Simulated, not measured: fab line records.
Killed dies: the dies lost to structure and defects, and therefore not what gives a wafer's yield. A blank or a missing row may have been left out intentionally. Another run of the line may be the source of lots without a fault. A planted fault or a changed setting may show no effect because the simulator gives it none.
Which of the tools did it? :: flow nandHarc :: Sampling: 11 lots, 33 wafers, 2 of 1159 route steps

WHAT EACH GAUGE READ, for each wafer
NHARC_P_ZERO_WELL_CD_MEAS_52: the cd target is 2000 nm.
lot: L602
measured: day 2 05:52
on: cdSem-01
cdNm (nm): 1999.9 1999.6 1997.7

lot: L604
measured: day 2 18:49
on: cdSem-03
cdNm (nm): 1999.6 2000.7 2002.2

lot: L605
measured: day 2 23:59
on: cdSem-03
cdNm (nm): 2001.0 2000.7 2002.7

lot: L606
measured: day 3 05:46
on: cdSem-03
cdNm (nm): 1999.6 2000.7 2000.0

lot: L607
measured: day 3 13:52
on: cdSem-01
cdNm (nm): 1568.5 1568.1 1568.7

lot: L608
measured: day 3 17:47
on: cdSem-01
cdNm (nm): 2000.0 1999.7 1998.5

lot: L617
measured: day 5 23:50
on: cdSem-02
cdNm (nm): 2001.3 2001.0 2002.6

lot: L618
measured: day 6 05:46
on: cdSem-02
cdNm (nm): 2000.2 2000.7 1999.2

lot: L619
measured: day 6 11:55
on: cdSem-02
cdNm (nm): 2002.4 2001.3 2000.2

lot: L620
measured: day 6 17:31
on: cdSem-01
cdNm (nm): 2000.6 2001.3 2001.0

lot: L621
measured: day 6 23:54
on: cdSem-02
cdNm (nm): 2000.4 2001.7 2000.0

WHAT TOOL EACH LOT RAN ON (gives the tool, then ch and the chambers of the sampled wafers, and finally the start)
lot: L602
NHARC_P_ZERO_WELL_EXPOSE_49: krfScanner-03 ch 0, day 2 05:43

lot: L604
NHARC_P_ZERO_WELL_EXPOSE_49: krfScanner-02 ch 0, day 2 18:40

lot: L605
NHARC_P_ZERO_WELL_EXPOSE_49: krfScanner-03 ch 0, day 2 23:50

lot: L606
NHARC_P_ZERO_WELL_EXPOSE_49: krfScanner-02 ch 0, day 3 05:37

lot: L607
NHARC_P_ZERO_WELL_EXPOSE_49: krfScanner-02 ch 0, day 3 13:43

lot: L608
NHARC_P_ZERO_WELL_EXPOSE_49: krfScanner-02 ch 0, day 3 17:38

lot: L617
NHARC_P_ZERO_WELL_EXPOSE_49: krfScanner-01 ch 0, day 5 23:41

lot: L618
NHARC_P_ZERO_WELL_EXPOSE_49: krfScanner-02 ch 0, day 6 05:37

lot: L619
NHARC_P_ZERO_WELL_EXPOSE_49: krfScanner-03 ch 0, day 6 11:45

lot: L620
NHARC_P_ZERO_WELL_EXPOSE_49: krfScanner-03 ch 0, day 6 17:22

lot: L621
NHARC_P_ZERO_WELL_EXPOSE_49: krfScanner-02 ch 0, day 6 23:44
- NHARC_P_ZERO_WELL_EXPOSE_49: exposes mask P HVPW, target cd 2000 nm.

THE ANSWER, worked out from the rows above alone
Rule: usual is defined by the lots themselves. The widest of any qualifying gaps counts: lots, ordered by their means at a reading, are off when they make up no more than a third of the lots, leave a main group of 4 or more, and stand apart from it by 3 or more times the standard deviation of that group's means. A main group is skipped when, at the precision printed for the reading in the tables above, its means are all equal. A lot without any number at a reading at which 4 lots or more have one is off too. All remaining lots with rows at the step are treated as sound.
Off: L607 (NHARC_P_ZERO_WELL_CD_MEAS_52, cdNm). For the main group the mean is 2000.5 nm and the standard deviation 0.83.
If a tool, at a process step before that reading, ran all the lots that are off and no sound lot after the first of them, it fits. Gauges at NHARC_P_ZERO_WELL_CD_MEAS_52: tried the same way as those tools. None of those tried fits.

WHAT HAD BEEN PUT IN BY THE SIMULATOR
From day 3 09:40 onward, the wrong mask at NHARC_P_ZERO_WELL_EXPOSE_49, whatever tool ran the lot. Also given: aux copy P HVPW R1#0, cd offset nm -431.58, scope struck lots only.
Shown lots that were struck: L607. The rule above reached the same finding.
